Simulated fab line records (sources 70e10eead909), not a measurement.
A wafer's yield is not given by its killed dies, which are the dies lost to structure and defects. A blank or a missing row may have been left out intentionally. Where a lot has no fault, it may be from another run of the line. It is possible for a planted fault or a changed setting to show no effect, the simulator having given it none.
3 desks looking at one fault | flow nand_harc | each desk has only its own numbers; what lay behind them comes last

== METROLOGY DESK ==
Lot by lot, what the gauges showed, no matter which tool ran the lot: averages of those sampled wafers that carry a number. Any lot whose mean is over 4 standard deviations away from the usual mean is out of limits and marked OUT; that distance is given in the brackets.
Columns: A = thk_nm at NHARC_A_ONON_D1_THK_MEAS_27, usual 997 nm; B = cd_nm at NHARC_A_CHANNEL_HOLE_D1_CD_MEAS_10, usual 100.0 nm; C = cd_nm at NHARC_A_CHANNEL_HOLE_D1_CD_MEAS_30, usual 90.2 nm
lot  | first seen here | A    | B               | C
L424 | day 8 08:24     | 993  | 99.8            | 89.7
L426 | day 8 16:46     | 1010 | 100.1           | 90.1
L427 | day 9 02:10     | 983  | 99.8            | 90.2
L429 | day 9 06:31     | 998  | 100.2           | 90.3
L431 | day 9 16:10     | 1002 | 100.3           | 91.2
L432 | day 10 07:23    | 1001 | 112.5 (+31) OUT | 103.8 (+15) OUT
L437 | day 11 06:27    | 982  | 99.9            | 88.9
L436 | day 11 06:37    | 1003 | 110.1 (+25) OUT | 100.4 (+11) OUT
L439 | day 11 23:25    | 1014 | 100.6           | 90.6
L446 | day 13 03:43    | 1000 | 99.7            | 89.5
This desk finds L432, L436 out of limits, L432 being first, at day 10 11:08 (cd_nm at NHARC_A_CHANNEL_HOLE_D1_CD_MEAS_10). Within limits: L424, L426, L427, L429, L431, L437, L439, L446.

== THE DEFECT DESK ==
Per lot, the means of the sampled wafers with a number show what the inspections along the route counted. Any lot whose mean is over 4 standard deviations away from the usual mean is out of limits and marked OUT; that distance is given in the brackets.
Columns: A = raw_defect_count at NHARC_A_SOURCE_PLATE_INSPECT_08, usual 61
lot  | first seen here | A
L424 | day 7 20:46     | 28
L426 | day 8 03:47     | 37
L427 | day 8 13:19     | 67
L429 | day 8 18:53     | 32
L431 | day 9 04:30     | 39
L432 | day 9 18:49     | 52
L437 | day 10 18:46    | 58
L436 | day 10 18:47    | 78
L439 | day 11 11:25    | 66
L446 | day 12 16:08    | 54
Finding of this desk: none of the 10 lots has anything out of limits.

== FOR THE TOOL OWNER'S DESK: litho_track-06 ==
The tool's own readings at NHARC_A_CHANNEL_HOLE_D1_PEB_08 (peb time 65 s): means of the sampled wafers that have a number, for each lot that ran on this tool. Any lot whose mean is over 4 standard deviations away from the usual mean is out of limits and marked OUT; that distance is given in the brackets.
Columns: A = plate_temp_C at NHARC_A_CHANNEL_HOLE_D1_PEB_08, usual 99.99 C
lot  | first seen here | A
L424 | day 8 13:57     | 100.07
L427 | day 9 06:11     | 99.91
L431 | day 9 20:47     | 100.03
L432 | day 10 11:04    | 99.97
L436 | day 11 11:05    | 100.06
Finding of this desk: none of the 5 lots has anything out of limits.

== PUT TOGETHER ==
Metrology desk: alarm possible at day 10 11:08 on L432, L436.
Nothing out of limits was seen by the defect desk.
Nothing out of limits was seen by the tool owner's desk.
The defect desk has L432, L436 on record, within its limits.
The tool owner's desk has L432, L436 on record, within its limits.
NHARC_A_CHANNEL_HOLE_D1_PEB_08 was run on litho_track-06 by each of the lots named.

== WHAT THE SIMULATOR HAD INSERTED ==
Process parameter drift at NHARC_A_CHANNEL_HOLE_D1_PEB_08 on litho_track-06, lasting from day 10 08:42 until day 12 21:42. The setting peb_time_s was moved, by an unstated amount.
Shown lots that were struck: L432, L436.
Hours from the fault's start to each desk's first reading out of limits: the metrology desk, 2.
